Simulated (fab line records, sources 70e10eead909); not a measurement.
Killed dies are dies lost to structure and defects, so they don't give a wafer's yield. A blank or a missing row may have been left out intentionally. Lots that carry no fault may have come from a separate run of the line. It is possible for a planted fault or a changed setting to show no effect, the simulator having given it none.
Matching of chambers || flow nandHarc || 4 sister chambers for NHARC_A_STAIRCASE_CMP_450 on cmp-03
The step polishes SiO2, target thk 200 nm. 18 wafers are shown with their chamber, then 9 later ones without.

== WAFERS, EACH WITH ITS CHAMBER ==
{"wafer": "L074.2", "chamber": 1, "motorCurrentA (A)": 13.0}
{"wafer": "L074.3", "chamber": 2, "motorCurrentA (A)": 10.5}
{"wafer": "L074.6", "chamber": 2, "motorCurrentA (A)": 10.8}
{"wafer": "L077.2", "chamber": 0, "motorCurrentA (A)": 13.6}
{"wafer": "L077.4", "chamber": 1, "motorCurrentA (A)": 12.8}
{"wafer": "L077.5", "chamber": 2, "motorCurrentA (A)": 10.7}
{"wafer": "L076.2", "chamber": 2, "motorCurrentA (A)": 10.9}
{"wafer": "L076.3", "chamber": 1, "motorCurrentA (A)": 13.4}
{"wafer": "L076.6", "chamber": 1, "motorCurrentA (A)": 13.2}
{"wafer": "L079.1", "chamber": 2, "motorCurrentA (A)": 10.6}
{"wafer": "L079.4", "chamber": 3, "motorCurrentA (A)": 10.7}
{"wafer": "L079.5", "chamber": 3, "motorCurrentA (A)": 11.3}
{"wafer": "L085.2", "chamber": 3, "motorCurrentA (A)": 11.8}
{"wafer": "L085.4", "chamber": 2, "motorCurrentA (A)": 11.0}
{"wafer": "L085.5", "chamber": 2, "motorCurrentA (A)": 10.9}
{"wafer": "L088.2", "chamber": 2, "motorCurrentA (A)": 10.5}
{"wafer": "L088.3", "chamber": 0, "motorCurrentA (A)": 13.5}
{"wafer": "L088.6", "chamber": 2, "motorCurrentA (A)": 10.7}

SIGNATURES (means of the wafers above)
{"reading": "motorCurrentA", "chamber 0": 13.550, "chamber 1": 13.100, "chamber 2": 10.733, "chamber 3": 11.267, "scatter within a chamber": 0.277}
Rule: a wafer lies at a distance from a chamber equal to the root of the sum of squares, over the readings, of (its reading less the chamber's mean, divided by the reading's scatter). The wafer belongs to the nearest chamber; if the next one is less than 2 further off, it can't be placed. The scatter: the root of (the sum of the squares of (reading less its chamber's mean) over the shown wafers, divided by (wafers less chambers)).

== WAFERS WITHOUT THEIR CHAMBER ==
{"wafer": "L089.1", "motorCurrentA (A)": 10.6}
{"wafer": "L089.5", "motorCurrentA (A)": 10.5}
{"wafer": "L089.6", "motorCurrentA (A)": 11.7}
{"wafer": "L094.1", "motorCurrentA (A)": 10.0}
{"wafer": "L094.2", "motorCurrentA (A)": 13.4}
{"wafer": "L094.3", "motorCurrentA (A)": 11.1}
{"wafer": "L097.1", "motorCurrentA (A)": 11.7}
{"wafer": "L097.3", "motorCurrentA (A)": 13.3}
{"wafer": "L097.4", "motorCurrentA (A)": 10.4}

== WHICH CHAMBER EACH WENT THROUGH ==
{"wafer": "L089.1", "from the rows above": "can't be placed: 2 or 3", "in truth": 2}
{"wafer": "L089.5", "from the rows above": "can't be placed: 2 or 3", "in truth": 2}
{"wafer": "L089.6", "from the rows above": "can't be placed: 3 or 2", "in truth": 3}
{"wafer": "L094.1", "from the rows above": "can't be placed: 2 or 3", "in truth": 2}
{"wafer": "L094.2", "from the rows above": "can't be placed: 0 or 1", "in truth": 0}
{"wafer": "L094.3", "from the rows above": "can't be placed: 3 or 2", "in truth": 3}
{"wafer": "L097.1", "from the rows above": "can't be placed: 3 or 2", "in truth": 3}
{"wafer": "L097.3", "from the rows above": "can't be placed: 1 or 0", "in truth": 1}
{"wafer": "L097.4", "from the rows above": "can't be placed: 2 or 3", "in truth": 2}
Placed correctly: 0 of 9. Not placeable from these rows: 9 (in 9, the candidates include the true chamber). Placed wrongly: 0.
